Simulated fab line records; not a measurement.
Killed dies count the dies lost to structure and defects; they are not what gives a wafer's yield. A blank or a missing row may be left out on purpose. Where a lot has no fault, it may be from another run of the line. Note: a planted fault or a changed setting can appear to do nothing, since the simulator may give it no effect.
Chamber matching ; flow n5-finfet ; pecvd-02 running N5_BEOL_M10_ILD_DEP_00: 3 sister chambers
The step deposits SiCOH lowk from DEMS/porogen, target thk 308.51 nm, time 58 s. 6 wafers are shown with their chamber, then 11 later ones without.

== WAFERS WITH THEIR CHAMBER ==
wafer;chamber;heater-power-w (W);throttle-valve-pct (%)
L081.4;2;472;13.9
L082.5;2;459;13.6
L084.5;1;285;13.9
L087.4;0;314;14.4
L087.6;1;349;14.0
L089.2;0;313;14.3

== WAFERS MISSING THEIR CHAMBER ==
wafer;heater-power-w (W);throttle-valve-pct (%)
L089.4;320;14.3
L089.5;304;13.8
L090.2;309;14.0
L090.4;420;13.6
L090.5;348;13.6
L091.1;317;14.2
L091.3;465;13.8
L091.4;368;13.9
L095.1;294;14.0
L095.4;316;12.6
L095.6;464;13.7

== WHICH CHAMBER EACH WENT THROUGH ==
wafer;from the rows above;in truth
L089.4;0;0
L089.5;1;1
L090.2;1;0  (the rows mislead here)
L090.4;2;2
L090.5;can't be placed: 1 or 2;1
L091.1;can't be placed: 0 or 1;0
L091.3;2;2
L091.4;can't be placed: 1 or 2 or 0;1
L095.1;can't be placed: 1 or 0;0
L095.4;can't be placed: 1 or 2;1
L095.6;2;2
Correctly placed: 5 of 11. Unplaceable from these rows: 5, with the true chamber sitting among the candidates in 5. Number placed wrongly: 1.
How it was worked out, from the rows above alone: a wafer's distance from a chamber is the root of the sum, over the readings, of the square of ((its reading less the chamber's mean) divided by the reading's scatter). The wafer belongs to the nearest chamber; if the next one is less than 2 further off, it can't be placed. For every chamber, the mean is computed from those of its wafers that are shown. How the scatter is found: for the shown wafers, subtract from each reading the mean of its chamber, square and add these, divide the total by (wafers less chambers), then take the root.
